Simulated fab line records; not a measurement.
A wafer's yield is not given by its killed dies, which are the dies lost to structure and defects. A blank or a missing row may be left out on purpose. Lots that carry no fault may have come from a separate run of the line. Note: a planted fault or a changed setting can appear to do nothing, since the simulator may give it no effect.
Chamber matching | flow n5 finfet | N5_BEOL_M6_ETCH_62 on rie diel-04 has 4 sister chambers
The step etches SOC in N2/H2, target depth 110 nm, overetch 22 nm, time 165 s. 7 wafers are shown with their chamber, then 7 later ones without.

WAFERS, EACH WITH ITS CHAMBER
wafer  | chamber | showerhead plenum p Torr (Torr) | drypump motor current A (A)
L076.6 | 2       | 2.47                            | 5.8
L082.1 | 3       | 2.68                            | 6.0
L087.2 | 0       | 2.48                            | 6.5
L087.5 | 2       | 2.46                            | 5.9
L087.6 | 1       | 2.49                            | 6.0
L089.2 | 3       | 2.67                            | 6.0
L089.3 | 1       | 2.48                            | 6.0

WAFERS WITH NO CHAMBER GIVEN
wafer  | showerhead plenum p Torr (Torr) | drypump motor current A (A)
L089.6 | 2.48                            | 6.5
L091.4 | 2.48                            | 6.5
L091.5 | 2.48                            | 6.5
L091.6 | 2.67                            | 6.0
L097.1 | 2.45                            | 5.8
L097.4 | 2.48                            | 6.5
L097.5 | 2.48                            | 5.9

WHICH CHAMBER EACH WENT THROUGH
wafer  | from the rows above     | in truth
L089.6 | 0                       | 0
L091.4 | 0                       | 0
L091.5 | 0                       | 0
L091.6 | 3                       | 3
L097.1 | 2                       | 2
L097.4 | 0                       | 0
L097.5 | can't be placed: 2 or 1 | 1
Correctly placed: 6 of 7. From these rows, 1 cannot be placed; in 1 the true chamber is one of the candidates. Wrongly placed: 0.
How it was worked out, from the rows above alone: a wafer's distance from a chamber is the root of the sum, over the readings, of the square of ((its reading less the chamber's mean) divided by the reading's scatter). If the next closest chamber is less than 2 further off than the closest, the wafer can't be placed; otherwise it belongs to the closest. The mean given for a chamber averages the wafers shown for that chamber. How the scatter is found: for the shown wafers, subtract from each reading the mean of its chamber, square and add these, divide the total by (wafers less chambers), then take the root.
